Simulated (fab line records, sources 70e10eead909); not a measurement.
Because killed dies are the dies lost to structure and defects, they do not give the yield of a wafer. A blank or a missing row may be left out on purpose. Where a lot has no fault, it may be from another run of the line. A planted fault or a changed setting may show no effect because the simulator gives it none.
Problem report in the 8D (eight disciplines) form, filled by code    flow nandHarc    the parts of the form that need people (team, actions taken, sign-off) are left out

## 1. WHAT IS WRONG
runLengthS at NHARC_P_BONDPAD_ETCH_24 reads a mean of 102.2 s on 6 wafers of 2 lots; wafers without a fault read 94.2 s with a standard deviation of 0.38. That is +21 standard deviations from the usual mean.
The step: etches the open film in CF4/N2, target depth 30 nm, time 72.99 s.
Earliest sighting: wafer L652.2 on rieDiel-10 at day 12 19:06. At this step, 33 wafers from 11 lots have a number in the record. By rule, "out" or "out of limits" means more than 4 standard deviations away from the usual mean. The other wafers with a number count as sound.

## 2. WHAT IT IS, AND WHAT IT ISN'T
question                     is                      is not
which readings at this step  runLengthS              cf4FlowSccm, drypumpMotorCurrentA, oesProductAu, showerheadPlenumPTorr, throttleValvePct
which lots                   L652, L656              L639, L641, L644, L645, L648, L658, L659, L660, L661
which wafers of those lots   all that have a number  -
read on which tools          rieDiel-10              rieDiel-02, rieDiel-12
when                         from day 12 19:06       up to then (15 sound wafers); but 12 sound wafers of L658, L659, L660, L661 came after

## 3. WHAT RULES OUT EACH SUSPECT
Counting: any tool at a process step up to the reading is kept as a suspect provided that every lot that is out went through it and no sound lot did after the first of them.
- rieDiel-12 at NHARC_P_BONDPAD_ETCH_12 (etches the open film in CHF3/O2, target depth 200 nm, time 100 s): ruled out as a lasting fault. Following L652 (day 12 18:52), the first lot on it that is out, the sound lots L658, L660 were run on it. NHARC_P_BONDPAD_ETCH_12: start missing for some lots; hours and lot order therefore follow NHARC_P_BONDPAD_CD_MEAS_13.
- rieDiel-10 at NHARC_P_BONDPAD_ETCH_24 (etches the open film in CF4/N2, target depth 30 nm, time 72.99 s): kept. All lots that are out passed through it, beginning with L652 at day 12 19:06, and no sound lot followed; its final sound lot before that point was L648 at day 10 22:49. Its own runLengthS readings are out on those wafers.
Remaining after the count: rieDiel-10 at NHARC_P_BONDPAD_ETCH_24.

## 4. THE CAUSE (what the simulator had put in)
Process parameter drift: rieDiel-10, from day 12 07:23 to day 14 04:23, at NHARC_P_BONDPAD_ETCH_24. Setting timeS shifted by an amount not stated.
Only this tool survived the counting.

## 5. THE EFFECT CHAIN, in route order
Each row: a reading whose mean over the struck wafers that have a number lies more than 3 standard deviations from the usual. Only readings whose record carries a usual standard deviation are examined. hours: median over the lots of the time between each lot's start at the first step of this table that gives one and its start at this step. sigmas: the change, counted in usual standard deviations.
hours  step                     reading     usual   on struck wafers  change  sigmas
0      NHARC_P_BONDPAD_ETCH_24  runLengthS  94.2 s  102.2             +8.0    +21
Here are the process steps it includes:
- NHARC_P_BONDPAD_ETCH_24: etches the open film in CF4/N2, target depth 30 nm, time 72.99 s.
Later measuring or inspecting steps at which every struck wafer that the step has a row for has a number for every such reading, and none has moved that far: NHARC_END_SORT_01.

## 6. HOW IT WOULD HAVE BEEN CAUGHT EARLIER
In this record the first reading out of limits was taken at day 12 19:06, 12 hours after the fault began at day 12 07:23.
